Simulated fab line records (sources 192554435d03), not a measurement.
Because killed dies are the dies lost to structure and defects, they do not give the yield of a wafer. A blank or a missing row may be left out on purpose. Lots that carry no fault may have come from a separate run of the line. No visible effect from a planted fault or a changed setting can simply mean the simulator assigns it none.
Split-lot experiment -- flow n5-finfet -- on a route of 1938 steps: 7 lots, 21 wafers read

THE SPLIT ITSELF
At N5_BEOL_M11_VIA_ETCH_34 (etches SiCOH lowk in C4F6/O2, target depth 184.5 nm, time 69.2 s), the setting time-s was moved away from the recipe's 69.2 s on 6 of the 21 wafers read, by -14.5% to -8.7%. For the rest of the wafers, this setting stayed at what the recipe calls for.

The reading comes from the split's own step.

THE READING
SOC_of_BEOL_M11_COAT_63.thk-nm (the simulator's own value, which no gauge read), in nm, at N5_BEOL_M11_VIA_ETCH_34 (etches SiCOH lowk in C4F6/O2, target depth 184.5 nm, time 69.2 s). The file does not state a usual value for it. Here, 15 wafers ran the recipe; their average is 92.0 nm with a standard deviation of 0.31 nm.

wafer,"tool, chamber at the split","time-s as run, s",against the recipe,"SOC_of_BEOL_M11_COAT_63.thk-nm, nm",against lot-mates on the recipe
L077.2,"rie-diel-03, 3",63.18,-8.7%,92.8,+0.6
L077.3,"rie-diel-03, 2",69.2,recipe,92.2,-
L077.6,"rie-diel-03, 0",63.18,-8.7%,92.6,+0.4
L081.1,"rie-diel-03, 0",69.2,recipe,91.6,-
L081.4,"rie-diel-03, 3",69.2,recipe,91.6,-
L081.5,"rie-diel-03, 1",69.2,recipe,92,-
L082.1,"rie-diel-05, 0",69.2,recipe,91.4,-
L082.5,"rie-diel-05, 1",59.14,-14.5%,92.6,+1.2
L082.6,"rie-diel-05, 2",59.14,-14.5%,93,+1.6
L087.1,"rie-diel-05, 0",69.2,recipe,92,-
L087.4,"rie-diel-05, 3",69.2,recipe,92,-
L087.5,"rie-diel-05, 2",69.2,recipe,92.2,-
L089.1,"rie-diel-05, 3",69.2,recipe,92.4,-
L089.3,"rie-diel-05, 2",60.28,-12.9%,93,+0.6
L089.5,"rie-diel-05, 0",60.28,-12.9%,93,+0.6
L091.1,"rie-diel-03, 0",69.2,recipe,91.6,-
L091.2,"rie-diel-03, 1",69.2,recipe,92,-
L091.6,"rie-diel-03, 3",69.2,recipe,91.8,-
L096.1,"rie-diel-03, 3",69.2,recipe,92.4,-
L096.4,"rie-diel-03, 2",69.2,recipe,92,-
L096.5,"rie-diel-03, 2",69.2,recipe,92.4,-

FIT RESULTS
A straight line over all 21 wafers: SOC_of_BEOL_M11_COAT_63.thk-nm changes by -0.069 nm for each +1% of time-s; r = -0.81; the points scatter about the line by 0.3 nm.
The same after taking each lot's own level away (the mean of its wafers on the recipe; 21 wafers): -0.0725 nm for each +1%; r = -0.89; scatter 0.22 nm.
On that fit, the largest move of time-s shifts the reading by 1.1 nm.
The lots' own levels span 91.40 to 92.40 nm, that is 3.2 times the standard deviation above.
Hence the lot-to-lot level has little effect on the slope; both slopes agree.
Check: with one of the wafers moved furthest among these (-14.5%) left out of the fit, the line predicts +0.994 nm for it against its lot-mates. It came out at +1.2 nm against them.

OTHER SPLITS APPLIED TO THESE WAFERS
Before the reading, these wafers also passed through other splits. Each is held against what the fit with the lots' levels taken away leaves over:
other split on the same wafers,wafers away from the commonest value,r with SOC_of_BEOL_M11_COAT_63.thk-nm (lot level and that fit taken away)
N5_BEOL_M9_COAT_60 spin-rpm,6,-0.16
N5_BEOL_M10_EXPOSE_25 dose-mj,6,-0.23
N5_BEOL_M10_PEB_26 peb-time-s,9,-0.08
N5_BEOL_M11_PECVD_70 time-s,8,+0.42
N5_BEOL_M11_COAT_59 spin-rpm,5,+0.08

THE WHOLE CHAIN: every reading that the file lists as answering this split, in the file's order
step,what it does,reading,change (the file's fit),r (the file's)
N5_BEOL_M11_VIA_ETCH_34,"etches SiCOH lowk in C4F6/O2, target depth 184.5 nm, time 69.2 s","etch.depth-nm (the simulator's own value, which no gauge read)",+1.63 nm for each +1% of the setting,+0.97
N5_BEOL_M11_VIA_ETCH_34,"etches SiCOH lowk in C4F6/O2, target depth 184.5 nm, time 69.2 s","SOC_of_BEOL_M11_COAT_63.thk-nm (the simulator's own value, which no gauge read)",-0.0716 nm for each +1% of the setting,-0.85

THE FILE'S OWN FIT
SOC_of_BEOL_M11_COAT_63.thk-nm changes by -0.0716 nm for each +1% of time-s, r = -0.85.
